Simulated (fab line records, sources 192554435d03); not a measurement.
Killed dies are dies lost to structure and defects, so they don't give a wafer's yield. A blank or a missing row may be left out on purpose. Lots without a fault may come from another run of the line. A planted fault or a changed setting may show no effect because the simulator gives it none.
Problem report in the 8D (eight disciplines) form, filled by code | flow n5_finfet | the parts of the form that need people (team, actions taken, sign-off) are left out

1. THE PROBLEM
killed_at_M0_to_M3 at N5_PASSIVATION_PROBE_49 reads a mean of 97 on 1 wafer of 1 lot; wafers without a fault read 34 with a standard deviation of 10. That is +6.3 standard deviations from the usual mean.
First seen on wafer L681.3, day 15 00:14, on prober-02. The record holds 3 wafers of 1 lot with a number at this step. Rule for "out", or "out of limits": more than 4 standard deviations from the usual mean. The other wafers with a number count as sound.

2. WHAT IT IS AND WHAT IT IS NOT
question                    | is                                                                                 | is not
which readings at this step | killed_at_M0_to_M3, defect_limited_yield, killed_dies, sort_n_pass, sort_yield_pct | killed_at_contacts, killed_at_front_end, killed_at_other, killed_open, killed_short, sort_bin_6_memory, sort_bin_8_speed
which lots                  | L681                                                                               | -
which wafers of those lots  | L681.3                                                                             | L681.2, L681.6
read on which tools         | prober-02                                                                          | -
when                        | from day 15 00:14                                                                  | up to then (1 sound wafer); but 1 sound wafer of L681 came after

3. SUSPECTS, AND WHAT RULES EACH OUT
Counting: a tool at a process step up to the reading stays a suspect if it ran every lot that is out. Sound lots after the first of them don't rule it out here, since some wafers of a struck lot are sound.
- pvd_sputter-02 at N5_BEOL_M2_SPUTTER_86 (material Cu, target thk 4.5 nm, time 8.29 s): kept. It ran the lot that is out, L681 (day 9 04:47).
- rie_diel-03 at N5_BEOL_M15_TRENCH_ETCH_34 (etches SiO2 in C4F8/O2/Ar, target depth 872.93 nm, time 199 s): kept. It ran the lot that is out, L681 (day 14 02:40).
- pvd_sputter-03 at N5_MIM_BOT_DEGAS_01 (time 60 s): kept. It ran the lot that is out, L681 (day 14 06:49).
- ald_hk-02 at N5_MIM_TOP_ALD_00 (deposits Al2O3, purge time 3 s, co reactant pulse time 3 s): kept. It ran the lot that is out, L681 (day 14 06:58).
- prober-02 at N5_PASSIVATION_PROBE_49: kept. It ran the lot that is out, L681 (day 15 00:11). Its own readings are out on those wafers: defect_limited_yield, killed_at_M0_to_M3, killed_dies, sort_n_pass, sort_yield_pct.
- Within rie_diel-03 at N5_BEOL_M15_TRENCH_ETCH_34: the wafers that are out ran in chamber 3; their sound lot-mates ran in chambers 0, 2.
- Within ald_hk-02 at N5_MIM_TOP_ALD_00: the wafers that are out ran in chamber 0; their sound lot-mates ran in chambers 2, 3.
Left after counting: pvd_sputter-02 at N5_BEOL_M2_SPUTTER_86, rie_diel-03 at N5_BEOL_M15_TRENCH_ETCH_34, pvd_sputter-03 at N5_MIM_BOT_DEGAS_01, ald_hk-02 at N5_MIM_TOP_ALD_00, prober-02 at N5_PASSIVATION_PROBE_49.

4. THE CAUSE (what the simulator had put in)
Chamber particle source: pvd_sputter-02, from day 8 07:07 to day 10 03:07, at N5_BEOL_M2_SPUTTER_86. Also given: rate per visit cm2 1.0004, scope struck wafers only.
Counting left 5 suspects, and this tool is among them.

5. THE CHAIN OF EFFECTS, in route order
Each row: a reading whose mean over the struck wafers that have a number lies more than 3 standard deviations from the usual. Only readings for which the record gives a usual standard deviation are gone through. hours: the time from each lot's start at the first step in this table that gives one to its start at this step, as a median over the lots. sigmas: the change in usual standard deviations.
hours | step                    | reading              | usual  | on struck wafers | change | sigmas
0     | N5_PASSIVATION_PROBE_49 | defect_limited_yield | 91.1 % | 85.8             | -5.3   | -4.1
0     | N5_PASSIVATION_PROBE_49 | killed_at_M0_to_M3   | 34     | 97               | +63    | +6.3
0     | N5_PASSIVATION_PROBE_49 | killed_dies          | 105    | 168              | +63    | +4.2
0     | N5_PASSIVATION_PROBE_49 | killed_on_rim        | 14     | 30               | +16    | +3.8
0     | N5_PASSIVATION_PROBE_49 | sort_n_pass          | 1075   | 1012             | -63    | -4.2
0     | N5_PASSIVATION_PROBE_49 | sort_yield_pct       | 91.1 % | 85.8             | -5.3   | -4.1
The process steps in it:
- N5_PASSIVATION_PROBE_49

6. WHAT WOULD HAVE CAUGHT IT SOONER
In this record the first reading out of limits was taken at day 15 00:14, 161 hours after the fault began at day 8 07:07.
Of the tool readings at N5_BEOL_M2_SPUTTER_86 for which the record gives a usual standard deviation, none was out on any struck wafer, so an alarm limit of 4 standard deviations on them would not have fired.
All the lots that are out (1) had begun N5_BEOL_M2_SPUTTER_86 on pvd_sputter-02 by day 15 00:14. A hold on the tool at that time would have spared none of them.
